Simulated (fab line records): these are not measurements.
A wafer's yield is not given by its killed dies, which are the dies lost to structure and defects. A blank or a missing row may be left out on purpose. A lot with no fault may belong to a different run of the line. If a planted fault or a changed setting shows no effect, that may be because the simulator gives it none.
Chamber matching || flow nand harc || 4 sister chambers for NHARC_A_DECK1_JOINT_ETCHBACK_00 on rie si-05
The step etches the open film in HBr, target depth 30 nm, time 17.4 s. 4 wafers are shown with their chamber, then 7 later ones without.

== WAFERS WITH THEIR CHAMBER ==
{"wafer": "L307.3", "chamber": 2, "drypump motor current A (A)": 6.3}
{"wafer": "L308.4", "chamber": 1, "drypump motor current A (A)": 5.0}
{"wafer": "L308.5", "chamber": 0, "drypump motor current A (A)": 6.3}
{"wafer": "L311.1", "chamber": 3, "drypump motor current A (A)": 6.1}

== WAFERS WHOSE CHAMBER IS MISSING ==
{"wafer": "L311.6", "drypump motor current A (A)": 6.3}
{"wafer": "L319.1", "drypump motor current A (A)": 6.3}
{"wafer": "L319.4", "drypump motor current A (A)": 5.0}
{"wafer": "L319.6", "drypump motor current A (A)": 6.2}
{"wafer": "L322.1", "drypump motor current A (A)": 6.3}
{"wafer": "L322.4", "drypump motor current A (A)": 6.2}
{"wafer": "L322.6", "drypump motor current A (A)": 6.2}

== WHICH CHAMBER EACH WENT THROUGH ==
{"wafer": "L311.6", "from the rows above": "can't be placed: 0 or 2", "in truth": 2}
{"wafer": "L319.1", "from the rows above": "can't be placed: 0 or 2", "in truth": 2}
{"wafer": "L319.4", "from the rows above": 1, "in truth": 1}
{"wafer": "L319.6", "from the rows above": "can't be placed: 0 or 2 or 3", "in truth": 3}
{"wafer": "L322.1", "from the rows above": "can't be placed: 0 or 2", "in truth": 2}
{"wafer": "L322.4", "from the rows above": "can't be placed: 0 or 2 or 3", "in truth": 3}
{"wafer": "L322.6", "from the rows above": "can't be placed: 0 or 2 or 3", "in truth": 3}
Correct placement for 1 of the 7. Not placeable from these rows: 6 (in 6, the candidates include the true chamber). 0 placed wrongly.
How it was worked out, from the rows above alone: a wafer's distance from a chamber is the root of the sum, over the readings, of the square of ((its reading less the chamber's mean) divided by the reading's scatter). The wafer belongs to the nearest chamber; if the next one is less than 2 further off, it can't be placed. The mean given for a chamber averages the wafers shown for that chamber. The scatter: with one shown wafer a chamber, the root of the mean of the squares of how far each hidden wafer lies from its nearest shown one.
